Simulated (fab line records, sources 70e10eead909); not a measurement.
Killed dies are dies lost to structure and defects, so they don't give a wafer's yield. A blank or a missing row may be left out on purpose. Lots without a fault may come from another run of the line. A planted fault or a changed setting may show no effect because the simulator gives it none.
Tool commonality check | flow nand_harc | 2 lots, 6 wafers sampled

WHY IT WAS OPENED
At NHARC_END_SORT_01 the reading killed_at_array is flagged on 2 of 2 lots. Wafers without a fault read 31, standard deviation 12.
Rule: a lot is flagged when every wafer of it that has a number lies more than 4 standard deviations from that mean, or none has a number. The other lots count as sound.

lot  | measured     | on        | killed_at_array, wafer by wafer | flag
L917 | day 21 20:56 | prober-02 | 677 672 675                     | FLAGGED
L919 | day 21 23:18 | prober-01 | 675 673 675                     | FLAGGED
The numbers of the flagged lots are 674 on average: +644 against the usual, or +54 standard deviations.

WHICH TOOL RAN EACH LOT
The record holds 4 process steps before the reading, out of a route of 1159 steps. In each cell: the tool, then ch and the chambers that the sampled wafers went through, then the start.
lot  | flag    | NHARC_A_STAIRCASE_DEP_471       | NHARC_A_SGD_CUT_ETCH_59            | NHARC_A_SGD_CUT_STRIP_17                      | NHARC_A_SGD_CUT_ETCHBACK_24
L917 | FLAGGED | pecvd-04 ch 1,2, day 15 19:35   | rie_diel-03 ch 0,2,3, day 15 21:26 | rie_diel-03 ch 2,3, day 16 01:23 or earlier   | rie_diel-03 ch 0,1, day 16 01:23
L919 | FLAGGED | pecvd-02 ch 0,1,2, day 16 05:32 | rie_diel-03 ch 0,1,2, day 16 07:16 | rie_diel-03 ch 0,1,2, day 16 14:26 or earlier | rie_diel-03 ch 1,2, day 16 14:26
What these steps do:
- NHARC_A_STAIRCASE_DEP_471: deposits SiO2, target thk 100 nm.
- NHARC_A_SGD_CUT_ETCH_59: etches the open film in N2/H2, target depth 260 nm, time 406.25 s.
- NHARC_A_SGD_CUT_STRIP_17: strips in O2.
- NHARC_A_SGD_CUT_ETCHBACK_24: etches the open film in CH3F/O2, target depth 50 nm, time 92.857 s.
- NHARC_END_SORT_01

FLAGGED OVER TOTAL, TOOL BY TOOL (the gauges that took the reading come last)
step                        | tool        | lots run | flagged | share of the flagged lots | sound lots run after its first flagged lot
NHARC_A_STAIRCASE_DEP_471   | pecvd-02    | 1        | 1       | some                      | 0
NHARC_A_STAIRCASE_DEP_471   | pecvd-04    | 1        | 1       | some                      | 0
NHARC_A_SGD_CUT_ETCH_59     | rie_diel-03 | 2        | 2       | all                       | 0
NHARC_A_SGD_CUT_STRIP_17    | rie_diel-03 | 2        | 2       | all                       | 0
NHARC_A_SGD_CUT_ETCHBACK_24 | rie_diel-03 | 2        | 2       | all                       | 0
NHARC_END_SORT_01           | prober-01   | 1        | 1       | some                      | 0
NHARC_END_SORT_01           | prober-02   | 1        | 1       | some                      | 0
NHARC_A_SGD_CUT_STRIP_17 gives no start for some lots, so the hours and the order of its lots are those of NHARC_A_SGD_CUT_ETCHBACK_24.

WHAT THE TABLE ALLOWS
3 rows of the table ran every flagged lot: rie_diel-03 at NHARC_A_SGD_CUT_ETCH_59, rie_diel-03 at NHARC_A_SGD_CUT_STRIP_17, rie_diel-03 at NHARC_A_SGD_CUT_ETCHBACK_24.
- rie_diel-03 at NHARC_A_SGD_CUT_ETCH_59: 2 of its 2 lots flagged. It ran no sound lot before its first flagged lot in this sample, so the start can't be narrowed down.
- rie_diel-03 at NHARC_A_SGD_CUT_STRIP_17: 2 of its 2 lots flagged. It ran no sound lot before its first flagged lot in this sample, so the start can't be narrowed down.
- rie_diel-03 at NHARC_A_SGD_CUT_ETCHBACK_24: 2 of its 2 lots flagged. It ran no sound lot before its first flagged lot in this sample, so the start can't be narrowed down.
One tool is left: rie_diel-03 at NHARC_A_SGD_CUT_ETCH_59 and NHARC_A_SGD_CUT_STRIP_17 and NHARC_A_SGD_CUT_ETCHBACK_24.

WHAT THE SIMULATOR HAD PUT IN
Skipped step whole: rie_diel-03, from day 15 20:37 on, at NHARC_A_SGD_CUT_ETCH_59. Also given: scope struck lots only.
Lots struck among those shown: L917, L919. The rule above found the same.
